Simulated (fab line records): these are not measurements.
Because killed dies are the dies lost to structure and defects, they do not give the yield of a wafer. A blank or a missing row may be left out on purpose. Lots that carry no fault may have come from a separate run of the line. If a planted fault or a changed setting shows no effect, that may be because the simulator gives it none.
fab line records -- flow nand_harc
[record] lots = 11, wafers = 33, last_day = 34
route steps=1302 shown A_CHANNEL_HOLE_D1@465 A_CHANNEL_FILL_D1@493
lots that met no fault: from a run of the same line without faults
start_h: hours from the record's first day to the start of the lot's first wafer shown -- wait_h: time in hours since the lot's previous step -- " same as the row above -- L1.1+2: a single row standing in for several wafers -- - no value, or no start was given -- * or withheld: withheld -- < > ~ a bound
route shown NAME@n: a module of which the file shows steps, and the number in the route of the first -- usual: mean/standard deviation of fault-free wafers -- same: alike in all rows -- chamber/n: place in a boat -- sites: per-site readings -- _std_site: their standard deviation -- _edge_site: mean of outer sites minus mean of inner sites -- radius_mm: how far each site lies from the wafer's centre -- mask NAME#n: copy n -- behind: the tool/chamber that last shaped the wafer -- hold: cause of the lot's hold/its duration in hours/its outcome -- device: whichever transistor did not switch (one of n, p or np) -- end of line: the same wafers' tests at the end of the route -- for a step that has no rows: nothing shown but its recipe -- killed: dies that structure and defects cost at the first sort, which is not the same as the wafer's yield -- map: per-die view of a wafer (x killed, . not killed, _ where there is no die)
set.NAME: setting as actually run; set.NAME@STEP: the setting as run at that earlier step -- model.NAME: the simulator's own value behind a step, which no gauge read
steps of the route over a sample of lots; a table a step, a row a wafer
services: the hour from which a tool's chamber was out of use, counted from the record's first day as start_h (under 0 if before that day), plus the number of hours and why
[[steps]]
[step NHARC_A_CHANNEL_HOLE_D1_DESCUM_15]
[recipe] time_s = 3, o2_flow_sccm = 200, ar_flow_sccm = 0, bias_power_w = 0, chemistry = O2
[usual] drypump_motor_current_A = 5.8/0.31, oes_product_au = 0.998/0.0089, rf_vpp_V = 57.8/0.89, showerhead_plenum_p_Torr = 1.91/0.064, throttle_valve_pct = 11.311/0.0098
lot.wafer,tool,chamber,start_h,wait_h,drypump_motor_current_A,oes_product_au,rf_hours_counter_h,rf_vpp_V,showerhead_plenum_p_Torr,throttle_valve_pct
L181.2,rie_diel-05,1,177.09,0.1,6.2,0.990,35,58.2,2.01,11.309
L181.4,rie_diel-05,3,177.09,0.1,5.1,1.011,38,59.4,1.95,11.313
L181.5,rie_diel-05,1,177.09,0.1,6.2,0.991,-,57.3,2.01,11.317
L182.2,rie_diel-13,3,190.74,0.1,5.7,1.004,2,56.8,1.89,11.313
L182.4,rie_diel-13,1,190.74,0.1,5.6,0.993,2,57.4,1.84,11.312
L182.5,rie_diel-13,0,190.74,0.1,6.0,1.004,-,57.9,1.97,11.293
L184.1,rie_diel-13,2,208.42,0.1,5.8,0.995,4,58.2,1.98,11.299
L184.6,rie_diel-13,2,208.42,0.1,5.8,0.998,-,57.7,1.98,11.298
L184.4,rie_diel-13,3,208.42,0.1,5.7,1.000,-,57.1,1.89,11.306
L186.4,rie_diel-05,3,225.06,0.1,5.2,1.009,54,58.1,1.94,11.332
L186.5,rie_diel-05,1,225.06,0.1,6.2,0.993,-,57.3,2.01,11.306
L186.6,rie_diel-05,2,225.06,0.1,5.8,1.015,-,58.5,1.88,11.307
L194.4,rie_diel-13,3,309.70,0.1,5.7,0.996,13,58.9,1.89,11.302
L194.2,rie_diel-13,0,309.70,0.1,6.1,0.998,9,57.3,1.97,11.307
L194.6,rie_diel-13,2,309.70,0.1,5.8,1.018,-,57.2,1.98,11.301
L195.3,rie_diel-13,3,320.02,0.1,5.7,1.006,14,60.0,1.89,11.309
L195.2,rie_diel-13,0,320.02,0.1,5.9,0.981,10,57.6,1.97,11.327
L195.4,rie_diel-13,0,320.02,0.1,6.0,1.004,-,57.9,1.97,11.313
L199.4,rie_diel-13,0,353.82,0.1,6.0,1.004,0,57.5,1.97,11.316
L199.1,rie_diel-13,3,353.82,0.1,5.7,0.993,0,58.2,1.89,11.294
L199.5,rie_diel-13,0,353.82,0.1,6.0,0.991,-,58.1,1.97,11.303
L201.4,rie_diel-13,3,386.36,0.1,5.7,0.998,2,58.9,1.89,11.317
L201.2,rie_diel-13,2,386.36,0.1,5.8,0.991,2,58.8,1.98,11.319
L201.5,rie_diel-13,0,386.36,0.1,6.1,1.004,-,58.7,1.96,11.316
L202.4,rie_diel-02,2,387.09,0.1,6.0,0.995,56,58.6,1.80,11.318
L202.5,rie_diel-02,0,387.09,0.1,5.6,1.005,-,57.7,1.96,11.326
L202.6,rie_diel-02,1,387.09,0.1,5.9,0.991,-,57.1,1.84,11.328
L203.4,rie_diel-05,2,397.39,0.1,5.8,0.988,44,58.1,1.86,11.316
L203.2,rie_diel-05,0,397.39,0.1,6.7,1.002,44,56.7,1.78,11.332
L203.5,rie_diel-05,2,397.39,0.1,5.8,1.000,-,56.5,1.86,11.313
L204.1,rie_diel-13,2,414.69,0.1,5.8,0.999,4,57.5,1.97,11.313
L204.2,rie_diel-13,1,414.69,0.1,5.6,0.994,4,56.3,1.84,11.297
L204.5,rie_diel-13,2,414.69,0.1,5.8,0.999,-,59.1,1.97,11.312
[step NHARC_A_CHANNEL_HOLE_D1_ETCH_25]
[recipe] bias_v = 5000, source_w = withheld, pressure_mtorr = 20, time_s = 1040.2, ar_flow_sccm = 375, c4f8_flow_sccm = 93.8, o2_flow_sccm = 31.2, temp_c = -20, target_depth_a = 15000, chemistry = C4F8/O2/Ar
[usual] drypump_motor_current_A = 6.0/0.7, showerhead_plenum_p_Torr = 3.59/0.12, throttle_valve_pct = 32.235/0.0099
lot.wafer,tool,chamber,start_h,wait_h,drypump_motor_current_A,rf_hours_counter_h,showerhead_plenum_p_Torr,throttle_valve_pct
L181.2,har_etch-01,1,181.79,0.7,6.6,91,3.52,32.235
L181.4,har_etch-01,0,181.79,0.7,5.9,-,3.72,32.225
L181.5,har_etch-01,1,181.79,0.7,6.6,-,3.52,32.230
L182.2,har_etch-02,1,194.83,0.6,4.9,300,3.76,32.237
L182.4,har_etch-02,0,194.83,0.6,6.7,-,3.50,32.224
L182.5,har_etch-02,0,194.83,0.6,6.7,-,3.50,32.231
L184.1,har_etch-01,0,212.97,0.6,5.8,102,3.72,32.259
L184.4,har_etch-01,1,212.97,0.6,6.6,-,3.51,32.219
L184.6,har_etch-01,0,212.97,0.6,5.8,-,3.72,32.237
L186.4,har_etch-01,0,229.75,0.7,5.8,-,3.71,32.243
L186.6,har_etch-01,1,229.75,0.7,6.6,-,3.51,32.225
L186.5,har_etch-01,0,229.75,0.7,5.9,-,3.71,32.252
L194.2,har_etch-02,0,313.90,0.7,6.7,365,3.46,32.248
L194.4,har_etch-02,1,313.90,0.7,5.0,-,3.72,32.228
L194.6,har_etch-02,0,313.90,0.7,6.7,-,3.47,32.225
L195.2,har_etch-02,0,324.92,0.7,6.7,369,3.46,32.235
L195.3,har_etch-02,1,324.92,0.7,5.0,-,3.72,32.220
L195.4,har_etch-02,0,324.92,0.7,6.7,-,3.46,32.219
L199.1,har_etch-01,0,361.27,0.6,5.9,193,3.67,32.227
L199.4,har_etch-01,1,361.27,0.6,6.6,-,3.47,32.246
L199.5,har_etch-01,1,361.27,0.6,6.6,-,3.47,32.229
L201.2,har_etch-01,1,390.59,0.7,6.6,205,3.46,32.234
L201.4,har_etch-01,0,390.59,0.7,5.8,-,3.66,32.253
L201.5,har_etch-01,0,390.59,0.7,5.9,-,3.66,32.241
L202.4,har_etch-01,0,394.86,0.7,5.9,-,3.66,32.231
L202.6,har_etch-01,0,394.86,0.7,5.8,-,3.66,32.239
L202.5,har_etch-01,1,394.86,0.7,6.6,-,3.46,32.245
L203.2,har_etch-01,1,403.02,0.7,6.6,216,3.46,32.222
L203.4,har_etch-01,1,403.02,0.7,6.6,-,3.46,32.230
L203.5,har_etch-01,0,403.02,0.7,5.8,-,3.66,32.222
L204.1,har_etch-01,1,418.75,0.6,6.6,228,3.45,32.256
L204.2,har_etch-01,0,418.75,0.6,5.9,228,3.65,32.233
L204.5,har_etch-01,0,418.75,0.6,5.8,-,3.65,32.241
[step NHARC_A_CHANNEL_HOLE_D1_ETCH_33]
[recipe] bias_v = 400, source_w = 2000, pressure_mtorr = 25, time_s = 90, ar_flow_sccm = 375, c4f8_flow_sccm = 41.7, o2_flow_sccm = 83.3, temp_c = -20, target_depth_a = 4000, chemistry = C4F8/O2/Ar
[usual] drypump_motor_current_A = 6.0/0.7, showerhead_plenum_p_Torr = 3.63/0.12, throttle_valve_pct = 27.618/0.0094
lot.wafer,tool,chamber,start_h,wait_h,drypump_motor_current_A,rf_hours_counter_h,showerhead_plenum_p_Torr,throttle_valve_pct
L181.2,har_etch-01,1,182.75,0.2,6.6,92,3.56,27.628
L181.4,har_etch-01,0,182.75,0.2,5.9,-,3.77,27.618
L181.5,har_etch-01,1,182.75,0.2,6.6,-,3.56,27.642
L182.2,har_etch-02,1,195.91,0.2,5.0,301,3.81,27.612
L182.4,har_etch-02,0,195.91,0.2,6.7,-,3.54,27.604
L182.5,har_etch-02,0,195.91,0.2,6.7,-,3.54,27.622
L184.1,har_etch-01,0,214.05,0.2,5.8,103,3.76,27.617
L184.4,har_etch-01,1,214.05,0.2,6.5,-,3.55,27.609
L184.6,har_etch-01,0,214.05,0.2,5.8,-,3.76,27.610
L186.4,har_etch-01,0,230.48,0.2,5.9,-,3.76,27.617
L186.6,har_etch-01,1,230.48,0.2,6.6,-,3.55,27.609
L186.5,har_etch-01,0,230.48,0.2,5.9,-,3.76,27.603
L194.2,har_etch-02,0,314.87,0.2,6.7,366,3.50,27.610
L194.4,har_etch-02,1,314.87,0.2,4.9,-,3.77,27.623
L194.6,har_etch-02,0,314.87,0.2,6.7,-,3.50,27.622
L195.2,har_etch-02,0,325.88,0.2,6.7,370,3.50,27.617
L195.3,har_etch-02,1,325.88,0.2,4.9,-,3.77,27.593
L195.4,har_etch-02,0,325.88,0.2,6.7,-,3.50,27.625
L199.1,har_etch-01,0,362.35,0.2,5.9,194,3.71,27.614
L199.4,har_etch-01,1,362.35,0.2,6.6,-,3.50,27.638
L199.5,har_etch-01,1,362.35,0.2,6.6,-,3.50,27.631
L201.2,har_etch-01,1,391.55,0.2,6.6,206,3.50,27.623
L201.4,har_etch-01,0,391.55,0.2,5.9,-,3.70,27.619
L201.5,har_etch-01,0,391.55,0.2,5.9,-,3.70,27.616
L202.4,har_etch-01,0,395.70,0.2,5.9,-,3.70,27.610
L202.6,har_etch-01,0,395.70,0.2,5.9,-,3.70,27.602
L202.5,har_etch-01,1,395.70,0.2,6.6,-,3.50,27.597
L203.2,har_etch-01,1,403.99,0.2,6.6,217,3.49,27.618
L203.4,har_etch-01,1,403.99,0.2,6.5,-,3.49,27.620
L203.5,har_etch-01,0,403.99,0.2,5.9,-,3.70,27.623
L204.1,har_etch-01,1,419.82,0.2,6.6,229,3.49,27.635
L204.2,har_etch-01,0,419.82,0.2,5.9,229,3.69,27.611
L204.5,har_etch-01,0,419.82,0.2,5.9,-,3.69,27.624
[step NHARC_A_CHANNEL_HOLE_D1_XSEM_31]
[recipe] landing_energy_ev = 35000
[usual] bot_cd_nm = 75.0/1.4, bow_nm = 8.60/0.22, tilt_deg = 0.08/0.044
lot.wafer,tool,chamber,start_h,wait_h,bot_cd_nm,bow_nm,tilt_deg
L181.2,xsem-02,0,184.38,0.1,74.1,8.63,0.08
L181.4,xsem-02,0,184.38,0.1,75.4,8.59,0.08
L181.5,xsem-02,0,184.38,0.1,74.2,8.61,0.08
L182.2,xsem-01,0,197.55,0.1,76.1,8.49,0.02
L182.4,xsem-01,0,197.55,0.1,75.5,8.51,0.02
L182.5,xsem-01,0,197.55,0.1,76.6,8.64,0.02
L184.1,xsem-02,0,215.83,0.1,74.8,8.74,0.11
L184.4,xsem-02,0,215.83,0.1,76.6,8.78,0.11
L184.6,xsem-02,0,215.83,0.1,74.7,8.67,0.11
L184.1,xsem-02,0,-,-,74.5,-,0.04
L184.4,xsem-02,0,-,-,76.9,-,0.04
L184.6,xsem-02,0,-,-,74.2,-,0.04
L186.4,xsem-02,0,232.19,0.1,71.8,8.21,0.04
L186.5,xsem-02,0,232.19,0.1,72.6,8.14,0.04
L186.6,xsem-02,0,232.19,0.1,75.4,8.12,0.04
L186.4,xsem-02,0,-,-,72.5,-,0.05
L186.5,xsem-02,0,-,-,73.7,-,0.05
L186.6,xsem-02,0,-,-,75.9,-,0.05
L194.2,xsem-02,0,316.56,0.1,73.4,8.50,0.10
L194.4,xsem-02,0,316.56,0.1,72.8,8.57,0.10
L194.6,xsem-02,0,316.56,0.1,75.4,8.53,0.10
L195.2,xsem-02,0,327.68,0.1,75.5,8.73,0.03
L195.3,xsem-02,0,327.68,0.1,74.2,8.69,0.03
L195.4,xsem-02,0,327.68,0.1,75.5,8.64,0.02
L199.1,xsem-02,0,363.97,0.1,74.0,8.41,0.14
L199.4,xsem-02,0,363.97,0.1,75.0,8.41,0.14
L199.5,xsem-02,0,363.97,0.1,73.6,8.48,0.14
L201.2,xsem-01,0,393.15,0.1,75.5,8.36,0.04
L201.4,xsem-01,0,393.15,0.1,77.2,8.30,0.04
L201.5,xsem-01,0,393.15,0.1,75.4,8.38,0.04
L202.4,xsem-02,0,397.33,0.1,74.4,8.38,0.09
L202.5,xsem-02,0,397.33,0.1,75.6,8.51,0.09
L202.6,xsem-02,0,397.33,0.1,75.6,8.36,0.09
L203.2,xsem-02,0,405.59,0.1,74.9,8.88,0.13
L203.4,xsem-02,0,405.59,0.1,73.9,8.78,0.13
L203.5,xsem-02,0,405.59,0.1,72.7,8.85,0.13
L204.1,xsem-02,0,421.46,0.1,72.3,8.68,-0.02
L204.2,xsem-02,0,421.46,0.1,74.2,8.71,-0.02
L204.5,xsem-02,0,421.46,0.1,73.6,8.70,-0.02
[step NHARC_A_CHANNEL_FILL_D1_ALD_03]
[recipe] target_thk_a = 60, pulse_time_s = 60, ald_cycles = 58, temp_c = 630, pressure_torr = 2, material = SiNx
[usual] precursor_pulse_height_rel = 0.999/0.022
lot.wafer,tool,chamber,start_h,wait_h,precursor_pulse_height_rel
L181.2,ald_sin_batch-01,0,-,-,1.010
L181.4,ald_sin_batch-01,0,-,-,1.002
L181.5,ald_sin_batch-01,0,-,-,0.969
L182.2,ald_sin_batch-03,0,-,-,1.011
L182.4,ald_sin_batch-03,0,-,-,1.049
L182.5,ald_sin_batch-03,0,-,-,1.014
L184.1,ald_sin_batch-01,0,-,-,0.975
L184.4,ald_sin_batch-01,0,-,-,0.974
L184.6,ald_sin_batch-01,0,-,-,0.985
L186.4,ald_sin_batch-03,0,-,-,1.024
L186.5,ald_sin_batch-03,0,-,-,0.973
L186.6,ald_sin_batch-03,0,-,-,1.052
L194.2,ald_sin_batch-03,0,-,-,0.979
L194.4,ald_sin_batch-03,0,-,-,0.988
L194.6,ald_sin_batch-03,0,-,-,0.973
L195.2,ald_sin_batch-01,0,-,-,1.003
L195.3,ald_sin_batch-01,0,-,-,0.997
L195.4,ald_sin_batch-01,0,-,-,1.001
L199.1,ald_sin_batch-01,0,-,-,1.005
L199.4,ald_sin_batch-01,0,-,-,0.997
L199.5,ald_sin_batch-01,0,-,-,0.996
L201.2,ald_sin_batch-02,0,-,-,0.963
L201.4,ald_sin_batch-02,0,-,-,0.957
L201.5,ald_sin_batch-02,0,-,-,0.980
L202.4,ald_sin_batch-01,0,-,-,0.969
L202.5,ald_sin_batch-01,0,-,-,0.982
L202.6,ald_sin_batch-01,0,-,-,1.007
L203.2,ald_sin_batch-02,0,-,-,0.978
L203.4,ald_sin_batch-02,0,-,-,0.999
L203.5,ald_sin_batch-02,0,-,-,1.000
L204.1,ald_sin_batch-02,0,-,-,1.026
L204.2,ald_sin_batch-02,0,-,-,0.998
L204.5,ald_sin_batch-02,0,-,-,0.981
[[services]]
tool,chamber,start_h,hours,kind
rie_diel-05,2,161.92,3.4,repair
rie_diel-13,-,165.00,9.0,pm
rie_diel-13,0,165.00,9.0,vent_cycle
rie_diel-13,1,165.00,9.0,vent_cycle
rie_diel-13,2,165.00,9.0,vent_cycle
rie_diel-13,3,165.00,9.0,vent_cycle
xsem-01,-,178.40,4.1,repair
rie_diel-13,0,204.94,32.9,repair
rie_diel-02,-,217.30,9.0,pm
rie_diel-05,-,229.85,9.0,pm
rie_diel-02,-,233.59,0.1,repair
rie_diel-05,-,243.11,18.7,repair
rie_diel-02,-,260.06,1.2,repair
ald_sin_batch-02,-,266.00,26.0,pm
rie_diel-13,1,280.76,4.2,repair
rie_diel-13,-,314.57,3.4,repair
rie_diel-13,1,318.52,8.0,repair
rie_diel-13,-,342.00,9.0,pm
xsem-02,-,370.58,3.3,repair
xsem-01,-,374.00,14.0,pm
har_etch-02,-,378.80,17.0,pm
rie_diel-02,-,394.44,9.0,pm
rie_diel-05,-,406.98,9.0,pm
rie_diel-02,3,413.34,12.9,repair
[[key]]
[first_sign] step = NHARC_A_CHANNEL_HOLE_D1_XSEM_31, reading = visit, direction = added
effect none on later readings
met_at NHARC_A_CHANNEL_HOLE_D1_ETCH_25
struck_lots L184,L186
struck_wafers L184.1,L184.6,L186.4,L186.5
tester_left_out L184,L186
not_acting_at NHARC_A_CHANNEL_HOLE_D1_DESCUM_15,NHARC_A_CHANNEL_HOLE_D1_ETCH_33,NHARC_A_CHANNEL_FILL_D1_ALD_03
onset_between 181.79 212.97
[fault] kind = process_parameter_drift, tool = har_etch-01, chamber = 0, onset_h = 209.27, steps = NHARC_A_CHANNEL_HOLE_D1_ETCH_25, channel = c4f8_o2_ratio, offset = 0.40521, shape = step, end_h = 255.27, acts_in = these_recipes_only, stated = 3
// tester_left_out: of these lots the tester's yield and bins aren't shown, on N5 and GAA mostly nor the transistor test; their killed dies are dies lost to structure and defects alone, not to doping, threshold or leakage, so they don't give the yield
